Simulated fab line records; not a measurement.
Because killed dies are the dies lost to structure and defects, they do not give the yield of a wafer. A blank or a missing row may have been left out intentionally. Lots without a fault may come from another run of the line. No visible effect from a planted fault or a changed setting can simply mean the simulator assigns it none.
Split-lot study -- flow n5-finfet -- route with 1938 steps; 7 lots, 21 wafers read

## ON THE SPLIT
At N5_BEOL_M10_DESCUM_16 (chemistry O2, time 7.9 s), the setting time-s was moved away from the recipe's 7.9 s on 8 of the 21 wafers read, by -21.3% to +10.5%. This setting was run at the recipe's value on the other wafers.

Between the split and the reading, the file records no step.

## THE READING
CAR-ArF_of_BEOL_M10_COAT_05.thk-nm (the simulator's own value, which no gauge read), in nm, at N5_BEOL_M10_ETCH_61 (etches SiARC in CF4, target depth 39 nm, time 65 s). The file does not state a usual value for it. Average 55.5 nm, standard deviation 0.24 nm, over the 13 wafers here run with the recipe.

wafer,"tool, chamber at the split","time-s as run, s",against the recipe,"CAR-ArF_of_BEOL_M10_COAT_05.thk-nm, nm",against lot-mates on the recipe
L077.1,"rie-diel-02, 1",6.221,-21.3%,56.6,+0.9
L077.2,"rie-diel-02, 3",7.9,recipe,55.8,-
L077.3,"rie-diel-02, 2",7.9,recipe,55.6,-
L081.1,"rie-diel-06, 2,0",7.9,recipe,55.6,-
L081.5,"rie-diel-06, 2,0",7.9,recipe,55.6,-
L081.4,"rie-diel-06, 2",7.9,recipe,55.8,-
L084.4,"rie-diel-02, 3",6.764,-14.4%,56.2,+0.8
L084.6,"rie-diel-02, 2",6.764,-14.4%,56.2,+0.8
L084.5,"rie-diel-02, 1",7.9,recipe,55.4,-
L086.1,"rie-diel-06, 3",8.727,+10.5%,54.8,-0.6
L086.3,"rie-diel-06, 1",7.9,recipe,55.4,-
L086.5,"rie-diel-06, 0",8.727,+10.5%,55,-0.4
L088.4,"rie-diel-02, 3",7.9,recipe,54.8,-
L088.5,"rie-diel-02, 3",7.086,-10.3%,55.4,+0.6
L088.6,"rie-diel-02, 0",7.086,-10.3%,55.6,+0.8
L091.1,"rie-diel-02, 2",7.9,recipe,55.6,-
L091.2,"rie-diel-02, 0,1",7.9,recipe,55.4,-
L091.5,"rie-diel-02, 0,1",7.9,recipe,55.4,-
L094.1,"rie-diel-04, 2",7.9,recipe,55.6,-
L094.3,"rie-diel-04, 0",8.563,+8.4%,55,-0.5
L094.5,"rie-diel-04, 1",7.9,recipe,55.4,-
If several chambers appear in one row, that row covers several wafers at once and the file leaves open which wafer was in which chamber.

FIT RESULTS
A straight line over all 21 wafers: CAR-ArF_of_BEOL_M10_COAT_05.thk-nm changes by -0.0458 nm for each +1% of time-s; r = -0.83; the points scatter about the line by 0.26 nm.
The same after taking each lot's own level away (the mean of its wafers on the recipe; 21 wafers): -0.0517 nm for each +1%; r = -0.97; scatter 0.11 nm.
The reading moves by 1.1 nm for the largest change in time-s, on that fit.
From 54.80 to 55.70 nm: that is the span of the lots' own levels, equal to 3.7 times the standard deviation above.
In other words, the slope is changed by the lot-to-lot level; the two fits disagree.
Check: with one of the wafers moved furthest among these (-21.3%) left out of the fit, the line predicts +1.22 nm for it against its lot-mates. It came out at +0.9 nm against them.

## THE OTHER SPLITS THESE WAFERS WENT THROUGH
Other splits were also applied to these wafers ahead of the reading. Each is held against what the fit with the lots' levels taken away leaves over:
other split on the same wafers,wafers away from the commonest value,r with CAR-ArF_of_BEOL_M10_COAT_05.thk-nm (lot level and that fit taken away)
N5_BEOL_M8_EXPOSE_25 dose-mj,7,-0.06
N5_BEOL_M8_DESCUM_33 time-s,7,+0.15
N5_BEOL_M9_EXPOSE_08 dose-mj,6,-0.11
N5_BEOL_M9_DESCUM_16 time-s,10,-0.01

## THE WHOLE CHAIN: every reading that the file lists as answering this split, in the file's order
step,what it does,reading,change (the file's fit),r (the file's)
N5_BEOL_M10_DESCUM_16,"chemistry O2, time 7.9 s","CAR-ArF_of_BEOL_M10_COAT_05.thk-nm (the simulator's own value, which no gauge read)",-0.0445 nm for each +1% of the setting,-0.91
N5_BEOL_M10_ETCH_61,"etches SiARC in CF4, target depth 39 nm, time 65 s","CAR-ArF_of_BEOL_M10_COAT_05.thk-nm (the simulator's own value, which no gauge read)",-0.05 nm for each +1% of the setting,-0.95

## THE FILE'S OWN FIT
CAR-ArF_of_BEOL_M10_COAT_05.thk-nm changes by -0.05 nm for each +1% of time-s, r = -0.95.
